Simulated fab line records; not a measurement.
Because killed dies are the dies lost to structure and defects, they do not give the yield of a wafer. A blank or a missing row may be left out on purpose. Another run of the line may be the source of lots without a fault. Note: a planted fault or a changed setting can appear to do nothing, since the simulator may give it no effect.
3 desks, one fault -- flow nand-harc -- only its own numbers are on each desk; what lay behind them is given at the end

METROLOGY DESK
What the gauges read for every lot (on any tool): the sampled wafers with a number, averaged. If a lot's mean is further than 4 standard deviations from the usual mean, the lot is out of limits and carries the mark OUT (the distance appears in the brackets).
Columns: A = cd-nm at NHARC_A_ZERO_WELL_CD_MEAS_10, usual 1999.1 nm; B = thk-nm at NHARC_A_ONON_D1_THK_MEAS_11, usual 1001 nm
lot,first seen here,A,B
L929,day 6 12:03,1998.4,1005
L931,day 7 18:34,1999.2,1007
L934,day 9 00:29,1997.6,989
L935,day 9 02:29,1999.8,1020
L936,day 9 15:58,1996.7,999
L938,day 10 14:43,2001.0,1007
L939,day 11 01:30,1998.2,981
L940,day 11 10:13,2001.7,997
L941,day 11 13:58,1999.4,1003
L943,day 13 02:49,2000.1,978
L946,day 14 02:50,2001.1,985
L950,day 15 07:29,1998.2,996
L951,day 15 17:39,1994.9,993
L952,day 16 12:32,1998.9,994
Finding of this desk: none of the 14 lots has anything out of limits.

TOOL OWNER'S DESK, pecvd-onon-02
The tool's own readings at NHARC_A_ONON_D1_DEP_09 (target thk 1000 nm): means of the sampled wafers that have a number, for each lot that ran on this tool. If a lot's mean is further than 4 standard deviations from the usual mean, the lot is out of limits and carries the mark OUT (the distance appears in the brackets).
Columns: A = nh3-flow-sccm at NHARC_A_ONON_D1_DEP_09, usual 499.7 sccm
lot,first seen here,A
L929,day 7 10:52,498.7
L940,day 12 11:27,500.0
L943,day 14 03:48,499.7
L946,day 15 06:10,499.1
Finding of this desk: none of the 4 lots has anything out of limits.

THE DEFECT DESK
Counts from the inspections along the route, per lot, as means over the sampled wafers that have a number. If a lot's mean is further than 4 standard deviations from the usual mean, the lot is out of limits and carries the mark OUT (the distance appears in the brackets).
Columns: A = raw-defect-count at NHARC_A_ONON_D1_INSPECT_32, usual 71
lot,first seen here,A
L929,day 7 22:55,92
L931,day 9 08:37,77
L935,day 10 12:32,59
L934,day 10 12:34,89
L936,day 11 06:49,68
L938,day 12 05:05,89
L939,day 12 15:48,61
L940,day 12 23:38,95
L941,day 12 23:38,77
L943,day 14 16:18,74
L946,day 15 18:49,46
L950,day 16 19:10,40
L951,day 17 06:10,82
L952,day 18 04:05,82
Finding of this desk: none of the 14 lots has anything out of limits.

PUT TOGETHER
From the metrology desk's view, nothing was out of limits.
The tool owner's desk saw nothing out of limits.
No out-of-limits result turned up at the defect desk.

WHAT THE SIMULATOR HAD PUT IN
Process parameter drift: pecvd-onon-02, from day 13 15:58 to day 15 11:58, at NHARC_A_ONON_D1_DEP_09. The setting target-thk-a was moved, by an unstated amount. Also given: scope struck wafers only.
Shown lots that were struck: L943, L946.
